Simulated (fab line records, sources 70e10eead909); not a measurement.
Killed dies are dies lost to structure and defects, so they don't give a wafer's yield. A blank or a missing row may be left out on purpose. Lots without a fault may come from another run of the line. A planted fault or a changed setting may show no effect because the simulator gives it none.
fab line records | flow nand_harc
record lots=24 wafers=72 last_day=26
route steps=1159 shown A_SLIT@792 A_WL_FILL@834 A_CONTACT@859
lots that met no fault: from a run of the same line without faults
start_h: hours from the record's first day to the start of the lot's first wafer shown | wait_h: hours since the lot's step before | " the same as in the row above | L1.1+2: a row that stands for several wafers | - no value, or no start given | * or withheld: withheld | < > ~ a bound
route shown NAME@n: a module of which the file shows steps, and the number in the route of the first | usual: mean/standard deviation of fault-free wafers | same: alike in all rows | chamber/n: place in a boat | sites: the reading at each site | _std_site: their standard deviation | _edge_site: outer sites' mean less inner sites' | radius_mm: how far each site lies from the wafer's centre | mask NAME#n: copy n | behind: the tool/chamber that last shaped the wafer | hold: why the lot was held/for how many hours/how that ended | device: the transistor (n, p or np) that didn't switch | end of line: the same wafers' tests at the end of the route | a step without rows: its recipe alone | killed: dies lost to structure and defects at the first sort, not the wafer's yield | map: a wafer's dies, x killed, . not, _ none there
set.NAME: the setting as run; set.NAME@STEP: as run at that earlier step | model.NAME: the simulator's own value behind a step, which no gauge read
steps of the route over a sample of lots; a table a step, a row a wafer
services: from which hour (start_h, from the record's first day; less than 0 if before it) a tool's chamber was out of use, for how many hours, and why
## steps
# step NHARC_A_SLIT_INSPECT_11
# usual raw_defect_count=21/8
# columns lot.wafer tool chamber start_h wait_h raw_defect_count
L074.3 defect_inspect-01 - 321.52 0.0 26
L074.4 " - " " 28
L074.5 " - " " 20
L077.1 defect_inspect-02 - 332.06 0.0 13
L077.2 " - " " 9
L077.5 " - " " 5
L076.1 defect_inspect-02 - 332.40 0.0 23
L076.3 " - " " 22
L076.4 " - " " 30
L075.3 defect_inspect-01 - 332.90 0.0 5
L075.4 " - " " 7
L075.5 " - " " 9
L078.1 defect_inspect-01 - 334.04 0.0 12
L078.2 " - " " 20
L078.4 " - " " 22
L079.2 defect_inspect-01 - 359.48 0.0 19
L079.4 " - " " 17
L079.5 " - " " 26
L080.2 defect_inspect-01 - 361.42 0.0 8
L080.3 " - " " 20
L080.5 " - " " 22
L083.2 defect_inspect-02 - 374.02 0.0 35
L083.3 " - " " 26
L083.4 " - " " 29
L081.4 defect_inspect-01 - 374.33 0.0 30
L081.5 " - " " 25
L081.6 " - " " 20
L082.3 defect_inspect-01 - 375.04 0.0 15
L082.5 " - " " 10
L082.6 " - " " 20
L084.2 defect_inspect-01 - 379.16 0.0 16
L084.4 " - " " 12
L084.6 " - " " 12
L085.2 defect_inspect-01 - 396.58 0.0 25
L085.4 " - " " 27
L085.6 " - " " 32
L089.2 defect_inspect-01 - 396.73 0.0 17
L089.4 " - " " 19
L089.5 " - " " 12
L087.2 defect_inspect-02 - 396.89 0.0 18
L087.4 " - " " 19
L087.6 " - " " 10
L086.2 defect_inspect-01 - 398.54 0.0 27
L086.3 " - " " 28
L086.6 " - " " 30
L088.1 defect_inspect-01 - 417.02 0.0 22
L088.2 " - " " 36
L088.5 " - " " 36
L090.2 defect_inspect-02 - 419.01 0.0 20
L090.5 " - " " 26
L090.6 " - " " 20
L091.2 defect_inspect-02 - 426.62 0.0 20
L091.3 " - " " 15
L091.6 " - " " 15
L092.1 defect_inspect-01 - 426.93 0.0 36
L092.3 " - " " 37
L092.4 " - " " 37
L094.1 defect_inspect-02 - 442.57 0.0 32
L094.2 " - " " 39
L094.3 " - " " 38
L093.1 defect_inspect-02 - 442.72 0.0 19
L093.2 " - " " 34
L093.5 " - " " 22
L095.2 defect_inspect-01 - 445.78 0.0 25
L095.3 " - " " 14
L095.6 " - " " 28
L096.2 defect_inspect-01 - 470.57 0.0 12
L096.3 " - " " 16
L096.6 " - " " 22
L097.2 defect_inspect-02 - 472.27 0.0 23
L097.4 " - " " 21
L097.6 " - " " 22
# step NHARC_A_WL_FILL_CMP_12
# recipe t_overpolish_s=30 target_thk_nm=75
# usual motor_current_A=11.6/0.8 overpolish_run_s=30.000/0.0084 time_to_endpoint_s=14.5/2.1
# columns lot.wafer tool chamber start_h wait_h motor_current_A overpolish_run_s time_to_endpoint_s
L074.3 cmp-01 0 360.64 2.9 12.0 30.004 9.9
L074.4 " 3 " " 12.2 29.991 12.7
L074.5 " 0 " " 11.4 29.991 12.2
L077.2 cmp-01 3 369.51 3.6 11.8 29.995 13.2
L077.1 " 0 " " 11.9 30.003 9.9
L077.5 " 0 " " 11.1 30.002 13.3
L075.4 cmp-02 2 370.07 2.9 13.7 29.994 17.7
L075.3 " 0 " " 9.9 30.003 14.3
L075.5 " 3 " " 10.7 29.998 16.3
L076.3 cmp-01 0 373.77 2.9 11.4 30.000 12.8
L076.1 " 1 " " 11.2 29.999 15.9
L076.4 " 3 " " 12.5 29.990 12.1
L078.2 cmp-03 1 381.12 4.3 12.3 30.007 15.9
L078.1 " 2 " " 12.5 29.998 18.6
L078.4 " 3 " " 10.6 30.000 16.7
L080.3 cmp-02 2 396.46 2.9 12.9 29.995 14.6
L080.2 " 3 " " 10.4 30.007 13.0
L080.5 " 1 " " 11.5 29.983 17.1
L079.4 cmp-02 1 399.19 2.2 12.3 30.000 17.0
L079.2 " 3 " " 10.6 30.012 12.8
L079.5 " 1 " " 11.3 29.990 15.1
L081.4 cmp-01 1 413.04 2.2 10.5 29.996 15.3
L081.6 " 2 " " 11.6 29.995 15.3
L081.5 " 3 " " 11.8 29.998 17.3
L083.3 cmp-02 2 413.16 2.9 13.3 30.006 15.4
L083.2 " 3 " " 10.6 29.998 12.6
L083.4 " 0 " " 9.9 29.981 13.0
L084.4 cmp-01 1 423.88 2.2 10.9 30.006 14.5
L084.2 " 2 " " 12.0 29.994 13.6
L084.6 " 1 " " 11.1 29.998 15.8
L082.3 cmp-01 3 424.16 2.9 11.9 30.006 15.4
L082.6 " 3 " " 12.3 29.994 14.4
L082.5 " 0 " " 11.9 29.986 16.8
L087.4 cmp-02 2 439.03 2.2 13.6 30.005 15.6
L087.2 " 0 " " 9.8 30.002 13.2
L087.6 " 3 " " 11.1 29.994 15.3
L085.2 cmp-01 0 439.63 4.3 12.0 29.985 12.4
L085.4 " 1 " " 11.2 29.990 13.2
L085.6 " 3 " " 11.4 29.989 13.6
L089.2 cmp-01 3 443.34 3.6 11.8 30.001 12.3
L089.4 " 1 " " 10.6 30.019 13.1
L089.5 " 3 " " 10.8 29.994 13.6
L086.3 cmp-01 2 445.76 2.2 11.4 30.011 12.8
L086.2 " 3 " " 12.3 29.996 9.9
L086.6 " 1 " " 11.1 30.005 14.0
L090.2 cmp-03 3 459.36 3.7 10.6 29.992 16.6
L090.6 " 0 " " 11.5 30.009 12.5
L090.5 " 1 " " 13.0 29.996 18.2
L088.1 cmp-01 1 460.03 7.8 10.9 30.003 14.7
L088.2 " 0 " " 11.4 30.007 12.3
L088.5 " 1 " " 11.3 30.006 13.0
L091.3 cmp-01 2 469.79 2.9 12.0 29.996 12.4
L091.2 " 0 " " 11.8 30.009 12.1
L091.6 " 2 " " 11.8 30.006 13.9
L092.4 cmp-03 3 469.87 2.9 10.8 30.010 18.3
L092.3 " 0 " " 11.8 29.995 14.7
L092.1 " 2 " " 12.8 30.010 18.0
L094.2 cmp-01 2 483.52 4.3 11.8 29.998 16.2
L094.1 " 3 " " 11.8 29.993 14.7
L094.3 " 1 " " 11.2 30.004 17.6
L093.1 cmp-01 2 487.84 4.3 11.8 30.007 14.9
L093.2 " 3 " " 11.9 30.011 12.8
L093.5 " 0 " " 11.7 30.020 13.4
L095.2 cmp-01 2 492.13 3.6 12.3 30.004 18.3
L095.3 " 3 " " 12.3 29.994 14.5
L095.6 " 2 " " 11.9 30.014 16.0
L096.3 cmp-01 2 511.42 2.2 12.2 30.005 13.9
L096.2 " 0 " " 11.2 29.997 12.7
L096.6 " 2 " " 11.3 30.019 16.2
L097.4 cmp-01 0 524.49 3.0 11.5 29.991 16.4
L097.2 " 2 " " 11.5 29.991 16.1
L097.6 " 3 " " 11.7 29.987 13.6
# step NHARC_A_CONTACT_ETCH_49
# recipe target_depth_a=2600 over_etch_frac=0.3 time_s=475.3 ion_energy_ev=200 n2_flow_sccm=150 h2_flow_sccm=150 ar_flow_sccm=0 rf_w=400 bias_w=150 chemistry=N2/H2
# usual bias_w=150.0/0.44 drypump_motor_current_A=5.9/0.54 oes_product_au=0.999/0.0091 rf_vpp_V=430.6/2.5 showerhead_plenum_p_Torr=2.04/0.084 throttle_valve_pct=14.171/0.0087
# columns lot.wafer tool chamber start_h wait_h bias_w drypump_motor_current_A oes_product_au rf_hours_counter_h rf_vpp_V showerhead_plenum_p_Torr throttle_valve_pct
L074.4 rie_diel-12 2 - - 150.4 5.6 0.998 58 428.2 1.93 14.185
L074.3 " 1 " " 150.1 5.4 1.006 59 430.5 2.07 14.182
L074.5 " 3 " " 150.6 5.9 0.984 - 429.0 1.97 14.183
L077.1 rie_diel-01 1 - - 149.5 5.4 0.992 11 433.3 2.13 14.179
L077.2 " 3 " " 150.7 6.2 0.991 11 428.7 1.97 14.182
L077.5 " 2 " " 150.6 5.1 1.019 - 428.4 1.97 14.170
L075.3 rie_diel-01 1 - - 150.3 5.4 0.987 12 433.6 2.13 14.171
L075.4 " 2 " " 149.8 5.1 1.016 11 429.1 1.97 14.169
L075.5 " 0 " " 150.1 5.6 0.998 - 430.7 2.02 14.167
L076.4 rie_diel-02 0 - - 149.9 6.6 0.991 16 428.4 1.98 14.173
L076.3 " 1 " " 149.9 6.7 1.002 16 427.3 1.99 14.173
L076.1 " 2 " " 150.3 5.4 0.992 19 435.0 2.21 14.173
L078.4 rie_diel-02 0 - - 149.4 6.5 0.988 18 429.5 1.98 14.182
L078.1 " 1 " " 149.4 6.7 1.000 18 429.1 1.99 14.165
L078.2 " 2 " " 150.0 5.4 1.008 21 434.2 2.21 14.173
L080.3 rie_diel-01 0 - - 150.0 5.6 1.003 19 429.4 2.02 14.179
L080.2 " 2 " " 149.6 5.1 1.014 17 430.3 1.97 14.184
L080.5 " 0 " " 150.3 5.7 1.004 - 429.8 2.02 14.175
L079.4 rie_diel-01 2 - - 150.1 5.1 1.001 18 429.6 1.97 14.180
L079.2 " 0 " " 150.4 5.7 1.002 19 428.9 2.02 14.160
L079.5 " 1 " " 149.4 5.4 0.998 - 432.1 2.13 14.164
L081.4 rie_diel-02 3 - - 150.3 6.2 0.990 32 431.3 2.11 14.175
L081.6 " 2 " " 150.2 5.4 1.009 - 435.2 2.21 14.176
L081.5 " 3 " " 150.0 6.2 0.981 - 433.7 2.11 14.163
L083.4 rie_diel-02 2 - - 149.9 5.4 1.009 34 434.9 2.21 14.155
L083.3 " 0 " " 149.8 6.6 1.000 29 428.8 1.97 14.162
L083.2 " 1 " " 149.6 6.7 1.007 30 429.3 1.99 14.168
L084.4 rie_diel-01 1 - - 149.0 5.4 1.002 22 433.7 2.13 14.166
L084.2 " 0 " " 150.0 5.7 1.008 23 430.0 2.02 14.168
L084.6 " 2 " " 150.5 5.1 1.000 - 427.3 1.97 14.164
L082.3 rie_diel-02 1 - - 149.2 6.7 0.999 32 428.7 1.99 14.182
L082.6 " 3 " " 150.3 6.1 0.985 - 432.7 2.11 14.174
L082.5 " 0 " " 149.7 6.6 0.994 - 427.5 1.97 14.153
L087.4 rie_diel-02 1 - - 149.7 6.7 1.014 38 428.8 1.98 14.168
L087.2 " 3 " " 150.0 6.1 0.994 42 431.4 2.11 14.166
L087.6 " 1 " " 149.6 6.7 1.001 - 429.7 1.98 14.172
L085.2 rie_diel-01 2 - - 150.6 5.1 1.009 23 430.4 1.97 14.169
L085.4 " 3 " " 150.4 6.2 0.996 24 428.3 1.97 14.173
L085.6 " 2 " " 149.4 5.1 1.007 - 429.0 1.97 14.175
L089.4 rie_diel-02 3 - - 151.2 6.1 0.992 45 432.9 2.11 14.169
L089.2 " 0 " " 150.3 6.5 0.992 40 429.5 1.97 14.178
L089.5 " 3 " " 150.1 6.1 1.003 - 431.9 2.11 14.189
L086.2 rie_diel-02 1 - - 150.1 6.7 0.997 41 429.5 1.98 14.169
L086.3 " 3 " " 150.3 6.1 0.995 45 432.0 2.11 14.160
L086.6 " 0 " " 150.6 6.6 0.987 - 429.0 1.97 14.160
L090.2 rie_diel-12 3 - - 148.9 5.9 0.998 26 427.5 1.95 14.171
L090.6 " 0 " " 149.8 6.8 0.997 - 430.0 1.99 14.158
L090.5 " 1 " " 149.8 5.3 0.999 - 431.3 2.06 14.155
L088.2 rie_diel-01 0 - - 150.2 5.7 1.007 30 431.4 2.01 14.164
L088.1 " 1 " " 149.9 5.4 0.999 29 433.3 2.12 14.163
L088.5 " 3 " " 150.0 6.2 0.984 - 429.4 1.97 14.176
L091.3 rie_diel-02 3 - - 149.4 6.2 0.991 57 432.8 2.10 14.155
L091.2 " 0 " " 150.5 6.6 0.987 53 428.5 1.97 14.165
L091.6 " 0 " " 150.4 6.6 0.996 - 428.8 1.97 14.185
L092.1 rie_diel-01 0 - - 149.2 5.7 1.006 32 430.6 2.01 14.156
L092.4 " 2 " " 150.7 5.1 1.016 30 427.9 1.96 14.177
L092.3 " 3 " " 149.5 6.2 0.987 31 428.1 1.97 14.175
L094.1 rie_diel-01 1 - - 150.0 5.4 0.991 33 432.3 2.12 14.184
L094.2 " 3 " " 150.4 6.2 0.994 33 427.0 1.97 14.174
L094.3 " 0 " " 150.7 5.6 1.002 34 430.7 2.01 14.167
L093.2 rie_diel-02 3 - - 149.8 6.1 0.999 63 431.2 2.10 14.171
L093.1 " 0 " " 150.0 6.6 0.982 58 428.4 1.96 14.172
L093.5 " 2 " " 150.0 5.4 1.015 - 435.3 2.19 14.177
L095.3 rie_diel-02 2 - - 149.5 5.4 0.995 65 435.4 2.19 14.175
L095.2 " 0 " " 150.8 6.6 0.978 61 427.7 1.96 14.186
L095.6 " 2 " " 148.8 5.4 0.994 - 435.4 2.19 14.165
L096.2 rie_diel-01 1 - - 149.9 5.4 0.996 2 433.3 2.12 14.163
L096.3 " 2 " " 151.3 5.1 1.015 2 428.4 1.96 14.179
L096.6 " 0 " " 149.5 5.6 1.007 - 430.0 2.01 14.180
L097.4 rie_diel-01 0 - - 149.8 5.7 1.005 5 429.0 2.01 14.195
L097.2 " 3 " " 149.8 6.2 1.003 5 426.9 1.96 14.179
L097.6 " 0 " " 150.0 5.7 1.009 - 429.2 2.01 14.177
# step NHARC_A_CONTACT_ETCH_90
# recipe target_depth_a=400 over_etch_frac=0.5 time_s=85.7 ion_energy_ev=120 ch3f_flow_sccm=50 o2_flow_sccm=30 ar_flow_sccm=200 rf_w=500 bias_w=100 chemistry=CH3F/O2
# usual bias_w=100.0/0.33 drypump_motor_current_A=5.8/0.47 o2_flow_sccm=30.00/0.095 oes_product_au=0.96/0.039 rf_vpp_V=244.1/1.4 showerhead_plenum_p_Torr=2.44/0.09 throttle_valve_pct=20.663/0.009
# columns lot.wafer tool chamber start_h wait_h bias_w drypump_motor_current_A o2_flow_sccm oes_product_au rf_hours_counter_h rf_vpp_V showerhead_plenum_p_Torr throttle_valve_pct
L074.3 rie_diel-01 0 368.05 0.4 99.5 5.6 30.11 1.01 10 243.1 2.44 20.668
L074.4 " 1 " " 100.0 5.4 29.95 0.99 9 245.7 2.56 20.667
L074.5 " 3 " " 100.0 6.2 30.00 1.00 - 243.5 2.38 20.661
L077.2 rie_diel-01 3 379.62 0.5 99.8 6.2 30.07 0.92 13 242.2 2.38 20.656
L077.1 " 0 " " 99.7 5.7 29.94 0.93 14 244.6 2.43 20.667
L077.5 " 3 " " 100.3 6.2 30.07 0.92 - 245.3 2.38 20.664
L075.3 rie_diel-01 2 381.41 0.5 100.4 5.1 29.94 0.94 12 244.0 2.38 20.669
L075.4 " 3 " " 100.1 6.2 29.97 0.92 14 242.4 2.38 20.666
L075.5 " 1 " " 100.2 5.4 30.03 0.92 - 245.5 2.56 20.672
L076.1 rie_diel-01 3 386.26 0.5 99.9 6.2 30.00 0.98 15 242.8 2.38 20.671
L076.4 " 0 " " 100.2 5.7 29.99 0.99 16 244.5 2.43 20.652
L076.3 " 2 " " 99.6 5.1 30.09 1.01 14 243.5 2.38 20.649
L078.1 rie_diel-01 0 388.82 0.5 99.9 5.7 29.79 1.00 16 245.1 2.43 20.655
L078.4 " 1 " " 100.2 5.4 29.86 0.99 15 245.7 2.56 20.667
L078.2 " 3 " " 100.6 6.2 30.04 1.00 15 243.4 2.38 20.653
L080.3 rie_diel-02 0 405.81 0.4 99.6 6.6 30.04 0.91 26 242.8 2.39 20.651
L080.2 " 2 " " 100.5 5.4 29.93 0.92 30 246.4 2.65 20.672
L080.5 " 3 " " 100.0 6.2 30.02 0.92 - 245.4 2.54 20.655
L079.4 rie_diel-01 3 408.05 0.5 100.3 6.2 30.12 0.92 19 244.4 2.38 20.674
L079.2 " 1 " " 99.7 5.4 29.99 0.92 19 244.9 2.56 20.660
L079.5 " 3 " " 99.8 6.2 30.02 0.91 - 242.3 2.38 20.672
L081.6 rie_diel-12 2 420.51 0.4 100.0 5.6 30.16 0.99 - 242.1 2.33 20.669
L081.5 " 3 " " 100.1 5.9 30.18 1.00 - 242.5 2.37 20.662
L081.4 " 1 " " 99.8 5.4 29.96 1.01 - 244.5 2.49 20.661
L083.3 rie_diel-02 2 422.57 0.4 100.3 5.4 29.91 0.93 35 247.4 2.65 20.665
L083.4 " 0 " " 99.8 6.6 30.03 0.92 30 243.2 2.38 20.665
L083.2 " 1 " " 99.8 6.7 30.05 0.93 31 242.9 2.40 20.662
L084.2 rie_diel-12 3 431.91 0.5 100.4 5.9 30.06 1.01 15 242.6 2.37 20.667
L084.4 " 2 " " 99.9 5.6 30.02 1.00 - 240.7 2.33 20.667
L084.6 " 3 " " 100.5 5.8 29.91 1.00 - 244.9 2.37 20.635
L082.3 rie_diel-01 0 432.34 0.4 100.1 5.7 30.01 1.01 24 243.5 2.43 20.677
L082.5 " 0 " " 100.5 5.6 30.08 1.02 - 242.9 2.43 20.657
L082.6 " 3 " " 99.8 6.2 30.00 1.00 - 244.3 2.38 20.673
L087.2 rie_diel-12 2 446.29 0.5 99.9 5.7 29.99 0.99 20 245.1 2.33 20.661
L087.4 " 2 " " 99.3 5.7 30.06 0.98 - 241.4 2.33 20.670
L087.6 " 1 " " 100.0 5.4 29.86 1.02 - 244.6 2.49 20.660
L085.2 rie_diel-12 2 448.01 0.5 100.0 5.6 29.96 0.99 20 242.7 2.33 20.664
L085.6 " 3 " " 99.7 5.9 30.00 1.00 - 243.3 2.36 20.665
L085.4 " 1 " " 99.8 5.3 30.15 1.01 - 245.4 2.49 20.656
L089.2 rie_diel-12 3 451.89 0.5 99.4 5.9 29.88 0.99 22 242.2 2.36 20.669
L089.5 " 3 " " 99.9 5.9 29.86 0.99 - 242.1 2.36 20.660
L089.4 " 1 " " 100.4 5.4 29.92 1.01 - 245.2 2.49 20.652
L086.3 rie_diel-01 3 453.63 0.4 100.6 6.2 30.15 0.99 26 244.2 2.38 20.658
L086.2 " 0 " " 100.1 5.6 30.16 1.01 27 245.3 2.43 20.647
L086.6 " 3 " " 100.2 6.2 30.07 0.99 - 242.5 2.38 20.667
L090.2 rie_diel-02 0 466.58 0.5 100.1 6.6 30.03 0.92 50 244.1 2.38 20.672
L090.6 " 1 " " 99.9 6.7 30.08 0.93 - 243.7 2.39 20.669
L090.5 " 2 " " 99.9 5.4 30.04 0.93 - 246.5 2.64 20.664
L088.2 rie_diel-01 0 467.92 0.6 100.0 5.7 29.89 0.94 31 244.6 2.43 20.659
L088.1 " 1 " " 99.5 5.4 30.00 0.92 30 246.3 2.55 20.667
L088.5 " 0 " " 99.6 5.7 29.94 0.95 - 243.4 2.43 20.652
L091.3 rie_diel-01 3 477.62 0.4 100.0 6.2 29.92 1.00 32 243.4 2.38 20.665
L091.2 " 0 " " 99.8 5.6 30.06 1.01 33 245.5 2.43 20.676
L091.6 " 2 " " 99.5 5.1 30.11 1.02 - 241.2 2.37 20.663
L092.3 rie_diel-12 2 477.75 0.4 100.3 5.6 30.07 0.92 31 242.8 2.32 20.657
L092.1 " 3 " " 99.6 5.9 30.03 0.94 32 242.7 2.36 20.670
L092.4 " 1 " " 100.0 5.4 30.15 0.93 32 245.8 2.48 20.668
L094.3 rie_diel-02 1 494.85 0.4 100.2 6.7 29.88 0.93 59 243.9 2.39 20.670
L094.2 " 2 " " 100.4 5.4 30.14 0.92 64 245.5 2.63 20.663
L094.1 " 3 " " 99.7 6.1 30.00 0.93 63 245.3 2.53 20.658
L093.2 rie_diel-02 2 498.04 1.6 100.2 5.4 29.98 0.93 65 247.4 2.63 20.667
L093.1 " 1 " " 100.5 6.7 30.27 0.92 60 244.5 2.39 20.677
L093.5 " 2 " " 100.7 5.4 30.07 0.92 - 246.2 2.63 20.646
L095.3 rie_diel-02 3 501.97 0.5 99.6 6.2 30.01 0.92 68 244.2 2.52 20.651
L095.2 " 0 " " 100.1 6.5 30.16 0.91 63 243.5 2.37 20.664
L095.6 " 2 " " 100.0 5.4 30.09 0.93 - 247.2 2.63 20.658
L096.2 rie_diel-01 2 520.91 0.5 100.5 5.1 29.77 0.95 2 242.4 2.37 20.668
L096.3 " 3 " " 99.6 6.2 30.07 0.93 2 244.1 2.37 20.680
L096.6 " 3 " " 99.7 6.2 30.01 0.93 - 244.0 2.37 20.657
L097.4 rie_diel-01 1 533.05 0.4 99.8 5.4 30.01 0.93 7 245.9 2.55 20.652
L097.2 " 2 " " 99.7 5.1 30.20 0.93 7 241.7 2.37 20.678
L097.6 " 1 " " 99.4 5.4 29.85 0.92 - 246.3 2.55 20.661
# step NHARC_A_CONTACT_DEP_58
# recipe target_thk_a=600 target_thk_nm=60 temp_c=400 pressure_torr=3.5 flow_sccm=200 rf_w=350 material=SiON
# usual heater_power_outer_w=410/49 heater_power_w=708/70
# columns lot.wafer tool chamber start_h wait_h heater_power_outer_w heater_power_w
L074.3 pecvd-01 0 372.28 0.9 386 669
L074.4 " 0 " " 397 691
L074.5 " 2 " " 414 770
L077.1 pecvd-03 2 382.52 1.4 398 714
L077.2 " 1 " " 379 612
L077.5 " 2 " " 400 716
L075.3 pecvd-03 1 384.50 0.9 433 690
L075.4 " 2 " " 413 743
L075.5 " 0 " " 446 748
L076.3 pecvd-02 2 389.31 0.9 275 519
L076.1 " 1 " " 408 741
L076.4 " 2 " " 281 523
L078.1 pecvd-01 1 391.74 1.5 394 643
L078.2 " 2 " " 506 867
L078.4 " 2 " " 491 841
L080.2 pecvd-01 1 409.56 1.2 407 667
L080.3 " 0 " " 349 631
L080.5 " 2 " " 465 858
L079.2 pecvd-03 2 411.81 1.2 364 660
L079.4 " 1 " " 416 675
L079.5 " 2 " " 361 645
L081.4 pecvd-03 2 424.03 0.7 355 634
L081.6 " 0 " " 463 765
L081.5 " 1 " " 434 692
L083.2 pecvd-03 0 425.59 1.2 480 789
L083.3 " 1 " " 397 648
L083.4 " 1 " " 396 638
L084.2 pecvd-02 0 434.92 1.2 357 646
L084.6 " 1 " " 416 736
L084.4 " 2 " " 322 562
L082.3 pecvd-02 2 435.63 0.9 288 529
L082.6 " 1 " " 423 765
L082.5 " 2 " " 291 557
L087.2 pecvd-03 0 449.49 1.2 470 784
L087.4 " 0 " " 493 804
L087.6 " 1 " " 389 663
L085.2 pecvd-01 0 451.56 1.2 429 722
L085.6 " 2 " " 404 750
L085.4 " 0 " " 434 726
L089.2 pecvd-01 1 455.00 1.2 463 720
L089.5 " 0 " " 343 609
L089.4 " 2 " " 420 778
L086.3 pecvd-02 2 457.98 0.9 323 594
L086.2 " 0 " " 409 725
L086.6 " 0 " " 400 721
L090.2 pecvd-01 0 469.51 1.2 371 639
L090.5 " 0 " " 379 637
L090.6 " 1 " " 418 682
L088.1 pecvd-03 2 471.76 1.7 396 712
L088.2 " 0 " " 437 720
L088.5 " 2 " " 401 714
L091.2 pecvd-02 1 483.72 1.3 425 761
L091.3 " 2 " " 304 557
L091.6 " 1 " " 410 750
L092.3 pecvd-02 0 485.05 0.9 451 779
L092.1 " 1 " " 404 723
L092.4 " 1 " " 404 733
L094.1 pecvd-03 2 498.36 1.4 416 713
L094.2 " 0 " " 453 704
L094.3 " 1 " " 456 725
L093.1 pecvd-03 2 502.65 1.6 357 627
L093.2 " 1 " " 457 727
L093.5 " 2 " " 351 640
L095.3 pecvd-01 0 504.88 0.9 443 747
L095.2 " 2 " " 393 752
L095.6 " 2 " " 387 749
L096.3 pecvd-01 1 523.92 1.0 477 753
L096.2 " 2 " " 453 820
L096.6 " 1 " " 477 744
L097.2 pecvd-02 2 539.21 1.2 338 612
L097.6 " 2 " " 333 609
L097.4 " 0 " " 460 814
# step NHARC_A_CONTACT_OVL_MEAS_70
# usual overlay_x_nm=0.0/0.77 overlay_y_nm=0.0/0.69
# columns lot.wafer tool chamber start_h wait_h overlay_x_nm overlay_y_nm
L074.3 overlay-01 - 373.09 - -1.5 0.4
L074.4 " - " " -1.4 0.1
L074.5 " - " " -1.6 0.7
L077.1 overlay-01 - 383.20 - 0.6 0.9
L077.2 " - " " 0.7 0.6
L077.5 " - " " 0.7 0.6
L075.3 overlay-02 - 385.25 - -0.7 -0.3
L075.4 " - " " -0.7 -0.5
L075.5 " - " " -1.3 0.1
L076.1 overlay-02 - 390.14 - -0.8 0.6
L076.3 " - " " -0.6 1.0
L076.4 " - " " -0.3 -0.1
L078.1 overlay-02 - 392.55 - -1.2 0.5
L078.2 " - " " -1.1 0.2
L078.4 " - " " -0.5 0.4
L080.2 overlay-02 - 410.38 - -0.7 0.5
L080.3 " - " " 0.0 0.8
L080.5 " - " " 0.1 0.9
L079.2 overlay-02 - 412.43 - -0.5 0.1
L079.4 " - " " -0.5 -0.3
L079.5 " - " " -0.3 -0.5
L081.4 overlay-02 - 424.78 - 0.2 0.2
L081.5 " - " " 0.4 0.6
L081.6 " - " " 0.3 0.7
L083.2 overlay-02 - 426.40 - 0.3 -0.9
L083.3 " - " " 0.5 -0.7
L083.4 " - " " 0.7 -0.5
L084.2 overlay-01 - 435.68 - -1.1 1.1
L084.4 " - " " 0.0 1.1
L084.6 " - " " -0.5 1.1
L082.3 overlay-01 - 436.38 - 0.1 -0.6
L082.5 " - " " -0.1 0.0
L082.6 " - " " 0.1 0.2
L087.2 overlay-02 - 450.17 - 1.1 -1.2
L087.4 " - " " 0.3 -1.8
L087.6 " - " " 0.4 -1.1
L085.2 overlay-02 - 452.31 - 0.1 -0.3
L085.4 " - " " 0.1 -0.3
L085.6 " - " " 0.3 -0.1
L089.2 overlay-02 - 455.78 - 0.0 -0.8
L089.4 " - " " -0.3 -1.2
L089.5 " - " " 0.4 -0.7
L086.2 overlay-02 - 458.63 - 0.3 0.3
L086.3 " - " " 0.3 0.0
L086.6 " - " " 0.3 0.2
L090.2 overlay-02 - 470.31 - 0.7 -1.3
L090.5 " - " " 1.4 -1.6
L090.6 " - " " 1.2 -1.7
L088.1 overlay-01 - 472.44 - 0.6 -0.5
L088.2 " - " " 1.1 -0.3
L088.5 " - " " 0.3 -0.4
L091.2 overlay-02 - 484.38 - 0.4 -0.2
L091.3 " - " " 0.3 0.3
L091.6 " - " " 0.3 -0.3
L092.1 overlay-01 - 485.87 - -1.1 -0.3
L092.3 " - " " -1.1 -0.2
L092.4 " - " " -1.2 -0.2
L094.1 overlay-01 - 499.20 - -1.2 -0.6
L094.2 " - " " -1.1 -1.0
L094.3 " - " " -0.8 -0.1
L093.1 overlay-01 - 503.46 - 1.5 -0.4
L093.2 " - " " 1.9 -0.1
L093.5 " - " " 1.1 -0.3
L095.2 overlay-02 - 505.69 - -0.7 0.6
L095.3 " - " " 0.3 0.7
L095.6 " - " " 0.0 0.7
L096.2 overlay-02 - 524.63 - 0.1 0.0
L096.3 " - " " -0.2 -0.3
L096.6 " - " " 0.0 0.3
L097.2 overlay-02 - 539.89 - -0.7 0.4
L097.4 " - " " 0.0 0.8
L097.6 " - " " -0.2 0.6
## services
# columns tool chamber start_h hours kind
rie_diel-01 0 348.47 - clean
cmp-03 - 367.63 4.0 pm
cmp-01 - 377.21 4.0 pm
rie_diel-12 - 379.62 9.0 pm
cmp-01 - 402.32 5.7 repair
rie_diel-12 0 412.71 46.5 repair
cmp-01 - 414.89 0.5 repair
pecvd-01 - 418.23 13.0 pm
cmp-02 - 423.18 4.0 pm
rie_diel-01 1 432.22 3.1 repair
cmp-03 - 445.94 1.0 repair
pecvd-02 2 453.91 2.9 repair
cmp-03 - 465.63 4.0 pm
pecvd-03 - 473.08 13.0 pm
cmp-01 - 475.21 4.0 pm
rie_diel-01 2 485.49 7.9 repair
pecvd-01 - 486.28 1.0 repair
rie_diel-01 - 492.13 9.0 pm
rie_diel-02 - 505.00 9.0 pm
cmp-03 - 506.19 0.5 repair
pecvd-02 - 515.05 13.0 pm
cmp-02 - 521.18 4.0 pm
rie_diel-12 1 525.96 3.7 repair
cmp-01 - 539.01 4.3 repair
## key
fault none
